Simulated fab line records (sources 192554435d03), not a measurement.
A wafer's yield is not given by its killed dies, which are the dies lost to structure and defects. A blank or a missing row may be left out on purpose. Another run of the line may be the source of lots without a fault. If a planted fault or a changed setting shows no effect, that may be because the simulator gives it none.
Code-filled problem report in 8D (eight disciplines) form ; flow n5 finfet ; the parts of the form that need people (team, actions taken, sign-off) are left out
Where a reading is given only as a bound, like >300, the bound stands for it, and a mean or a difference that rests on one is marked > or <: the true number lies beyond.

1. WHAT WENT WRONG
raw defect count at N5_PMOS_HMC_CHANNEL_EPI_INSPECT_11 reads a mean of >298 on 6 wafers of 2 lots; wafers without a fault read 2.0 with a standard deviation of 1.4. So: +99 or more standard deviations from the usual mean.
The step: inspects for defects (macro).
The first sign was on wafer L704.1 at day 6 00:46, on defect inspect-01. The record holds 27 wafers of 9 lots with a number at this step. By rule, "out" or "out of limits" means more than 4 standard deviations away from the usual mean. Any other wafer with a number is counted as sound.

2. WHAT IT IS, AND WHAT IT ISN'T
question;is;is not
which readings at this step;raw defect count;-
which lots;L704, L706;L688, L689, L693, L695, L696, L709, L710
which wafers of those lots;all that have a number;-
read on which gauges;defect inspect-01, defect inspect-02;-
when;from day 6 00:46;"up to then (15 sound wafers); but 6 sound wafers of L709, L710 came after"

3. THE SUSPECTS, EACH WITH WHAT RULES IT OUT
Counting: a tool at a process step up to the reading stays a suspect if it ran every lot that is out and no sound lot after the first of them.
- the gauge at N5_PMOS_HMC_CHANNEL_EPI_INSPECT_11 is ruled out. Those wafers that are out were read across 2 gauges (defect inspect-01, defect inspect-02).
- pecvd-03 at N5_PMOS_HMC_CHANNEL_EPI_HM_DEP_34 (deposits SiO2 from TEOS/O2, target thk 36 nm, time 6.9 s): kept. It processed each lot that is out, first L704 at day 6 00:03, and no sound lot thereafter; up to then, the last sound lot it processed was L693 at day 3 04:53.
Remaining after the count: pecvd-03 at N5_PMOS_HMC_CHANNEL_EPI_HM_DEP_34.

4. THE CAUSE (what the simulator had put in)
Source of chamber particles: pecvd-03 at N5_PMOS_HMC_CHANNEL_EPI_HM_DEP_34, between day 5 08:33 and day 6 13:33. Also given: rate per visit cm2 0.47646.
Counting left only this tool.

5. SEQUENCE OF EFFECTS, ordered by route
One row per reading whose mean, taken over the struck wafers that have a number, lies over 3 standard deviations from the usual. Readings are gone through only where the record gives a usual standard deviation; hours: the median, over the lots, of the time from a lot's start at the first step in this table giving one to that lot's start at this step; sigmas: the change measured in usual standard deviations.
hours;step;reading;usual;on struck wafers;change;sigmas
0;N5_PMOS_HMC_CHANNEL_EPI_INSPECT_11;raw defect count;2.0;>298;>+296;+99 or more
288;N5_PASSIVATION_PROBE_49;defect limited yield;91.6 %;84.4;-7.2;-5.1
288;N5_PASSIVATION_PROBE_49;killed at front end;36;121;+85;+7.1
288;N5_PASSIVATION_PROBE_49;killed dies;100;184;+84;+4.9
288;N5_PASSIVATION_PROBE_49;sort_bin_5_function;5.0 %;10.0;+5.0;+5.3
288;N5_PASSIVATION_PROBE_49;sort n pass;1080;996;-84;-4.9
288;N5_PASSIVATION_PROBE_49;sort yield pct;91.6 %;84.4;-7.2;-5.1
It contains these process steps:
- N5_PASSIVATION_PROBE_49
At these later measuring or inspecting steps, every struck wafer for which the step has a row has a number for every such reading, and none has moved that far: N5_BEOL_M4_RC_MEAS_101.

6. HOW IT WOULD HAVE BEEN CAUGHT EARLIER
Counted from the fault's start at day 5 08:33, it took 16 hours until the first out-of-limits reading at a measuring or inspecting step in this record, taken at day 6 00:46.
Tool readings at N5_PMOS_HMC_CHANNEL_EPI_HM_DEP_34 with a usual standard deviation given in the record: none out on any struck wafer, hence no alarm at a limit of 4 standard deviations on them.
Lots out: 2; of these, L706 started N5_PMOS_HMC_CHANNEL_EPI_HM_DEP_34 on pecvd-03 after day 6 00:46. Holding the tool at that time would have saved it.
